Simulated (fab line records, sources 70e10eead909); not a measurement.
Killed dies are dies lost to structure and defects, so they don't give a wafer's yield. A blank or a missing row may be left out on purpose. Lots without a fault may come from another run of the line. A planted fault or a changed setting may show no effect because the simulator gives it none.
A struck lot beside a sound one | flow nand_harc | 18 steps out of a route of 1302
Sound: wafers L149.1, L149.4, L149.5. Struck: wafers L158.1, L158.2, L158.5. The cause comes at the end.
At each step with rows: each side's tool, then ch and its chambers, then its first start. Under that, the readings that differ: sound wafers | struck wafers | difference of the means | sigmas: that difference in standard deviations of wafers without a fault.
alike: readings whose means differ by less than 2 such deviations, and words and numbers that are the same on both sides. not compared: withheld readings, readings that some wafer has no value for, bounds like >300 that may hide the same value, and numbers for which the record gives no deviation and whose values overlap.
The two part at a step that has a row with sigmas, a row that says differs or no value, or rows on one side only. Numbers that don't overlap but have no deviation are shown without sigmas and don't part them. A reading that every wafer of one side lacks parts them only if that side has two wafers or more.

first, 1 step without rows for these wafers: NHARC_A_SGD_CUT_ETCH_26 (etches SiO2 in dHF, target depth 45.8 nm).
NHARC_A_SGD_CUT_ETCHBACK_24: etches the open film in CH3F/O2, target depth 50 nm, time 92.857 s.
  sound on rie_diel-06 ch 0,1,3, day 19 23:06; struck on rie_diel-12 ch 0,2,3, day 24 04:26
  alike: drypump_motor_current_A, oes_product_au, rf_vpp_V, showerhead_plenum_p_Torr, throttle_valve_pct
  not compared: rf_hours_counter_h
NHARC_A_SGD_CUT_STRIP_28: strips in O2, time 20 s.
  sound on rie_diel-06 ch 1,3; struck on rie_diel-12 ch 2,3
  alike: drypump_motor_current_A, oes_product_au, rf_vpp_V, showerhead_plenum_p_Torr, throttle_valve_pct
  not compared: rf_hours_counter_h
NHARC_A_SGD_CUT_INSPECT_25:
  sound on defect_inspect-02, day 19 23:20; struck on defect_inspect-02, day 24 04:40
  alike: raw_defect_count
NHARC_A_SLIT_DEP_25: deposits SiO2, target thk 200 nm.
  sound on pecvd-01 ch 0,2, day 19 23:29; struck on pecvd-02 ch 1,2, day 24 04:44
  alike: heater_power_w, throttle_valve_pct
NHARC_A_SLIT_DEP_00: deposits aC, target thk 6200 nm.
  sound on acl_dep-02 ch 0, day 19 23:45; struck on acl_dep-03 ch 0, day 24 05:05
  alike: throttle_valve_pct
NHARC_A_SLIT_DEP_23: deposits SiON, target thk 100 nm.
  sound on pecvd-01 ch 0,1, day 20 03:38; struck on pecvd-02 ch 0,1,2, day 24 08:56
  alike: heater_power_w
then, 5 steps without rows for these wafers: NHARC_A_SLIT_DEHYDRATE_01 (time 120 s); NHARC_A_SLIT_HMDS_02 (time 30 s); NHARC_A_SLIT_COAT_03 (resist thk 90 nm); NHARC_A_SLIT_SOFTBAKE_04 (time 55 s); NHARC_A_SLIT_EBR_05.
NHARC_A_SLIT_EXPOSE_06: exposes mask SLIT.
  sound on arfi_scanner-01 ch 0, day 20 04:13; struck on arfi_scanner-03 ch 0, day 24 09:28
  reading                        | sound                   | struck            | difference | sigmas
  model.A_SLIT.overlay_x_nm (nm) | -0.2694 -0.2694 -0.2694 | 11.27 11.27 11.27 | +11.54     |
  alike: mask
then, 2 steps without rows for these wafers: NHARC_A_SLIT_PEB_07 (peb time 65 s); NHARC_A_SLIT_DEVELOP_08 (develop time 35 s).
NHARC_A_SLIT_CD_MEAS_09: target cd 300 nm.
  sound on cd_sem-01 ch 0, day 20 04:21; struck on cd_sem-02 ch 0, day 24 09:36
  alike: cd_nm
NHARC_A_SLIT_OVL_MEAS_10:
  sound on overlay-02, day 20 04:26; struck on overlay-01, day 24 09:41
  reading           | sound        | struck         | difference | sigmas
  overlay_x_nm (nm) | 0.3 -0.1 0.3 | 11.4 11.5 11.3 | +11.2      | +14
  alike: overlay_y_nm
NHARC_A_SLIT_INSPECT_11:
  sound on defect_inspect-01, day 20 04:28; struck on defect_inspect-01, day 24 09:44
  alike: raw_defect_count

WHERE THEY PART
Only at NHARC_A_SLIT_OVL_MEAS_10, within this record. Later steps at which nothing parts them and some readings are alike: NHARC_A_SLIT_INSPECT_11.

WHY: what the simulator had put in
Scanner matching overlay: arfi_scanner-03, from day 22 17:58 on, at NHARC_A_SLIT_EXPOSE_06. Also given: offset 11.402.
